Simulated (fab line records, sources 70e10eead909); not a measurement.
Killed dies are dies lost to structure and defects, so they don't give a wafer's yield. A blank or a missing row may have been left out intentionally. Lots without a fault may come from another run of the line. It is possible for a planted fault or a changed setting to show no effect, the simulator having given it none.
Which tool did it? :: flow nand_harc :: Sampling: 13 lots, 39 wafers, 5 of 1302 route steps

== WHAT EACH GAUGE READ, for each wafer ==
NHARC_END_SORT_01. Usual: killed_at_array 53, standard deviation 21; killed_at_other 1.0, standard deviation 1.3; killed_at_periphery 3.8, standard deviation 2.4; killed_dies 58, standard deviation 21; killed_open 3.4, standard deviation 1.9; killed_short 2.4, standard deviation 1.5.
lot: L274
measured: day 29 05:02
on: prober-02
killed_at_array: 47 145 74
killed_at_other: 1 1 2
killed_at_periphery: 2 0 3
killed_dies: 50 146 79
killed_open: 2 3 1
killed_short: 3 2 3
flag: 

== TOOL THAT RAN EACH LOT (tool first, then ch and the chambers of the sampled wafers, then the start) ==
lot: L265
NHARC_A_CONTACT_ETCH_119: har_cap_etch-02 ch 0,1, day 22 00:58
NHARC_THIN_TSV_ETCHBACK_48: rie_diel-08 ch 0,1,2, day 24 05:53
NHARC_THIN_TSV_DEGAS_49: pvd_sputter-01, day 24 06:23
NHARC_THIN_TSV_ETCH_59: rie_metal-01 ch 0,1, day 24 09:43

lot: L264
NHARC_A_CONTACT_ETCH_119: har_cap_etch-03 ch 0,1, day 22 01:41
NHARC_THIN_TSV_ETCHBACK_48: rie_diel-08 ch 0,2,3, day 24 18:16
NHARC_THIN_TSV_DEGAS_49: pvd_sputter-02, day 24 18:48
NHARC_THIN_TSV_ETCH_59: rie_metal-03 ch 0,1, day 24 22:10

lot: L266
NHARC_A_CONTACT_ETCH_119: har_cap_etch-02 ch 0, day 22 08:10
NHARC_THIN_TSV_ETCHBACK_48: rie_diel-08 ch 0,1, day 24 20:49
NHARC_THIN_TSV_DEGAS_49: pvd_sputter-03, day 24 21:27
NHARC_THIN_TSV_ETCH_59: rie_metal-02 ch 0,1, day 25 00:53

lot: L269
NHARC_A_CONTACT_ETCH_119: har_cap_etch-03 ch 1, day 23 06:32
NHARC_THIN_TSV_ETCHBACK_48: rie_diel-11 ch 0,1,3, day 25 14:44
NHARC_THIN_TSV_DEGAS_49: pvd_sputter-02, day 25 15:17
NHARC_THIN_TSV_ETCH_59: rie_metal-01 ch 1, day 25 18:44

lot: L268
NHARC_A_CONTACT_ETCH_119: har_cap_etch-02 ch 0,1, day 23 07:10
NHARC_THIN_TSV_ETCHBACK_48: rie_diel-08 ch 0,2,3, day 25 13:16
NHARC_THIN_TSV_DEGAS_49: pvd_sputter-03, day 25 13:48
NHARC_THIN_TSV_ETCH_59: rie_metal-02 ch 0,1, day 25 17:37

lot: L270
NHARC_A_CONTACT_ETCH_119: har_cap_etch-02 ch 0,1, day 24 07:55
NHARC_THIN_TSV_ETCHBACK_48: rie_diel-05 ch 0,1,2, day 26 10:53
NHARC_THIN_TSV_DEGAS_49: pvd_sputter-02, day 26 11:25
NHARC_THIN_TSV_ETCH_59: rie_metal-02 ch 0,1, day 26 15:07

lot: L274
NHARC_A_CONTACT_ETCH_119: har_cap_etch-02 ch 0,1, day 25 21:48
NHARC_THIN_TSV_ETCHBACK_48: rie_diel-05 ch 2,3, day 28 12:47
NHARC_THIN_TSV_DEGAS_49: pvd_sputter-02, day 28 13:19
NHARC_THIN_TSV_ETCH_59: rie_metal-02 ch 0,1, day 28 16:44

lot: L276
NHARC_A_CONTACT_ETCH_119: har_cap_etch-03 ch 0,1, day 26 18:12
NHARC_THIN_TSV_ETCHBACK_48: rie_diel-08 ch 0,1,2, day 29 07:17
NHARC_THIN_TSV_DEGAS_49: pvd_sputter-02, day 29 07:49
NHARC_THIN_TSV_ETCH_59: rie_metal-01 ch 0,1, day 29 11:15

lot: L282
NHARC_A_CONTACT_ETCH_119: har_cap_etch-03 ch 0, day 29 08:11
NHARC_THIN_TSV_ETCHBACK_48: rie_diel-08 ch 0,2,3, day 31 18:41
NHARC_THIN_TSV_DEGAS_49: pvd_sputter-02, day 31 19:13
NHARC_THIN_TSV_ETCH_59: rie_metal-01 ch 0,1, day 31 22:34

lot: L283
NHARC_A_CONTACT_ETCH_119: har_cap_etch-02 ch 0,1, day 30 18:22
NHARC_THIN_TSV_ETCHBACK_48: rie_diel-11 ch 0,2,3, day 33 00:53
NHARC_THIN_TSV_DEGAS_49: pvd_sputter-02, day 33 01:36
NHARC_THIN_TSV_ETCH_59: rie_metal-01 ch 0,1, day 33 05:01

lot: L285
NHARC_A_CONTACT_ETCH_119: har_cap_etch-03 ch 1, day 30 19:59
NHARC_THIN_TSV_ETCHBACK_48: rie_diel-08 ch 0,2, day 33 03:23
NHARC_THIN_TSV_DEGAS_49: pvd_sputter-02, day 33 04:08
NHARC_THIN_TSV_ETCH_59: rie_metal-02 ch 0,1, day 33 07:26

lot: L286
NHARC_A_CONTACT_ETCH_119: har_cap_etch-02 ch 0,1, day 31 10:26
NHARC_THIN_TSV_ETCHBACK_48: rie_diel-05 ch 1,2, day 33 23:27
NHARC_THIN_TSV_DEGAS_49: pvd_sputter-01, day 34 00:02
NHARC_THIN_TSV_ETCH_59: rie_metal-02 ch 0,1, day 34 03:25

lot: L287
NHARC_A_CONTACT_ETCH_119: har_cap_etch-01 ch 0,1, day 31 11:19
NHARC_THIN_TSV_ETCHBACK_48: rie_diel-08 ch 0,2,3, day 33 23:43
NHARC_THIN_TSV_DEGAS_49: pvd_sputter-03, day 34 00:13
NHARC_THIN_TSV_ETCH_59: rie_metal-01 ch 1, day 34 03:38
- NHARC_A_CONTACT_ETCH_119: etches the open film in C4F8/O2/Ar, time 190 s, target depth 1850 nm.
- NHARC_THIN_TSV_ETCHBACK_48: etches the open film in C4F8/Ar, target depth 1028.5 nm, time 405.17 s.
- NHARC_THIN_TSV_DEGAS_49: time 120 s.
- NHARC_THIN_TSV_ETCH_59: etches the open film in Cl2/BCl3, target depth 880 nm, time 138.1 s.

== WHAT THE TOOLS THEMSELVES READ (means of the sampled wafers that have a number; where no wafer has one, the mark that the record gives instead) ==
NHARC_THIN_TSV_ETCHBACK_48. Usual: oes_product_au 0.95 a.u., standard deviation 0.036; rf_vpp_V 546.6 V, standard deviation 2.8.
lot: L265
tool: rie_diel-08
oes_product_au (a.u.): 1.00
rf_vpp_V (V): 548.0
flag: 

lot: L264
tool: rie_diel-08
oes_product_au (a.u.): 0.98
rf_vpp_V (V): 549.0
flag: 

lot: L266
tool: rie_diel-08
oes_product_au (a.u.): 1.01
rf_vpp_V (V): 548.1
flag: 

lot: L269
tool: rie_diel-11
oes_product_au (a.u.): 0.93
rf_vpp_V (V): 545.9
flag: 

lot: L268
tool: rie_diel-08
oes_product_au (a.u.): 0.93
rf_vpp_V (V): 548.5
flag: 

lot: L270
tool: rie_diel-05
oes_product_au (a.u.): 1.00
rf_vpp_V (V): 542.0
flag: 

lot: L274
tool: rie_diel-05
oes_product_au (a.u.): 1.00
rf_vpp_V (V): 547.7
flag: 

lot: L276
tool: rie_diel-08
oes_product_au (a.u.): 0.92
rf_vpp_V (V): 548.1
flag: 

lot: L282
tool: rie_diel-08
oes_product_au (a.u.): 0.99
rf_vpp_V (V): 548.0
flag: 

lot: L283
tool: rie_diel-11
oes_product_au (a.u.): 0.92
rf_vpp_V (V): 545.2
flag: 

lot: L285
tool: rie_diel-08
oes_product_au (a.u.): 0.92
rf_vpp_V (V): 549.0
flag: 

lot: L286
tool: rie_diel-05
oes_product_au (a.u.): 0.99
rf_vpp_V (V): 543.1
flag: 

lot: L287
tool: rie_diel-08
oes_product_au (a.u.): 0.95
rf_vpp_V (V): 548.2
flag: 

NHARC_THIN_TSV_DEGAS_49. Usual: heater_power_w at 474 W, with a standard deviation of 48.
lot: L265
tool: pvd_sputter-01
heater_power_w (W): 456
flag: 

lot: L264
tool: pvd_sputter-02
heater_power_w (W): 480
flag: 

lot: L266
tool: pvd_sputter-03
heater_power_w (W): 471
flag: 

lot: L269
tool: pvd_sputter-02
heater_power_w (W): 477
flag: 

lot: L268
tool: pvd_sputter-03
heater_power_w (W): 453
flag: 

lot: L270
tool: pvd_sputter-02
heater_power_w (W): 451
flag: 

lot: L274
tool: pvd_sputter-02
heater_power_w (W): 433
flag: 

lot: L276
tool: pvd_sputter-02
heater_power_w (W): 476
flag: 

lot: L282
tool: pvd_sputter-02
heater_power_w (W): 494
flag: 

lot: L283
tool: pvd_sputter-02
heater_power_w (W): 471
flag: 

lot: L285
tool: pvd_sputter-02
heater_power_w (W): 524
flag: 

lot: L286
tool: pvd_sputter-01
heater_power_w (W): 440
flag: 

lot: L287
tool: pvd_sputter-03
heater_power_w (W): 485
flag: 

NHARC_THIN_TSV_ETCH_59. Usual: drypump_motor_current_A 6.07 A, standard deviation 0.27; mfc_cl2_sccm 60.02 sccm, standard deviation 0.18; oes_product_au 0.999 a.u., standard deviation 0.0073; throttle_valve_pct 22.265 %, standard deviation 0.0092.
lot: L265
tool: rie_metal-01
drypump_motor_current_A (A): 6.05
mfc_cl2_sccm (sccm): 60.02
oes_product_au (a.u.): 0.995
throttle_valve_pct (%): 22.264
flag: 

lot: L264
tool: rie_metal-03
drypump_motor_current_A (A): 5.78
mfc_cl2_sccm (sccm): 60.00
oes_product_au (a.u.): 1.000
throttle_valve_pct (%): 22.257
flag: 

lot: L266
tool: rie_metal-02
drypump_motor_current_A (A): 6.21
mfc_cl2_sccm (sccm): 59.82
oes_product_au (a.u.): 0.993
throttle_valve_pct (%): 22.265
flag: 

lot: L269
tool: rie_metal-01
drypump_motor_current_A (A): 5.98
mfc_cl2_sccm (sccm): 60.07
oes_product_au (a.u.): 1.005
throttle_valve_pct (%): 22.268
flag: 

lot: L268
tool: rie_metal-02
drypump_motor_current_A (A): 6.20
mfc_cl2_sccm (sccm): 59.95
oes_product_au (a.u.): 0.994
throttle_valve_pct (%): 22.262
flag: 

lot: L270
tool: rie_metal-02
drypump_motor_current_A (A): 6.20
mfc_cl2_sccm (sccm): 59.88
oes_product_au (a.u.): 0.991
throttle_valve_pct (%): 22.261
flag: 

lot: L274
tool: rie_metal-02
drypump_motor_current_A (A): 6.02
mfc_cl2_sccm (sccm): 60.00
oes_product_au (a.u.): 1.007
throttle_valve_pct (%): 22.265
flag: 

lot: L276
tool: rie_metal-01
drypump_motor_current_A (A): 6.06
mfc_cl2_sccm (sccm): 60.02
oes_product_au (a.u.): 1.000
throttle_valve_pct (%): 22.267
flag: 

lot: L282
tool: rie_metal-01
drypump_motor_current_A (A): 6.03
mfc_cl2_sccm (sccm): 59.95
oes_product_au (a.u.): 0.995
throttle_valve_pct (%): 22.273
flag: 

lot: L283
tool: rie_metal-01
drypump_motor_current_A (A): 6.10
mfc_cl2_sccm (sccm): 59.90
oes_product_au (a.u.): 0.993
throttle_valve_pct (%): 22.272
flag: 

lot: L285
tool: rie_metal-02
drypump_motor_current_A (A): 6.21
mfc_cl2_sccm (sccm): 60.17
oes_product_au (a.u.): 0.997
throttle_valve_pct (%): 22.265
flag: 

lot: L286
tool: rie_metal-02
drypump_motor_current_A (A): 6.19
mfc_cl2_sccm (sccm): 60.01
oes_product_au (a.u.): 0.998
throttle_valve_pct (%): 22.252
flag: 

lot: L287
tool: rie_metal-01
drypump_motor_current_A (A): 5.99
mfc_cl2_sccm (sccm): 60.03
oes_product_au (a.u.): 1.003
throttle_valve_pct (%): 22.263
flag: 

== THE ANSWER, worked out from the rows above alone ==
Rule: a lot is off if the mean of its wafers that have a number lies more than 3 standard deviations from the usual mean. A lot without any number at a reading at which 4 lots or more have one is off too. All remaining lots with rows at the step are treated as sound. After the gauges, taken in route order, come the tools' own readings; for these a lot's mean is taken, as printed above. At the first step where some lot is off, the reading lying furthest off is the one used; lots without a number count as furthest.
Nothing can be told from this: no lot is off at any reading shown.

== WHAT THE SIMULATOR HAD INSERTED ==
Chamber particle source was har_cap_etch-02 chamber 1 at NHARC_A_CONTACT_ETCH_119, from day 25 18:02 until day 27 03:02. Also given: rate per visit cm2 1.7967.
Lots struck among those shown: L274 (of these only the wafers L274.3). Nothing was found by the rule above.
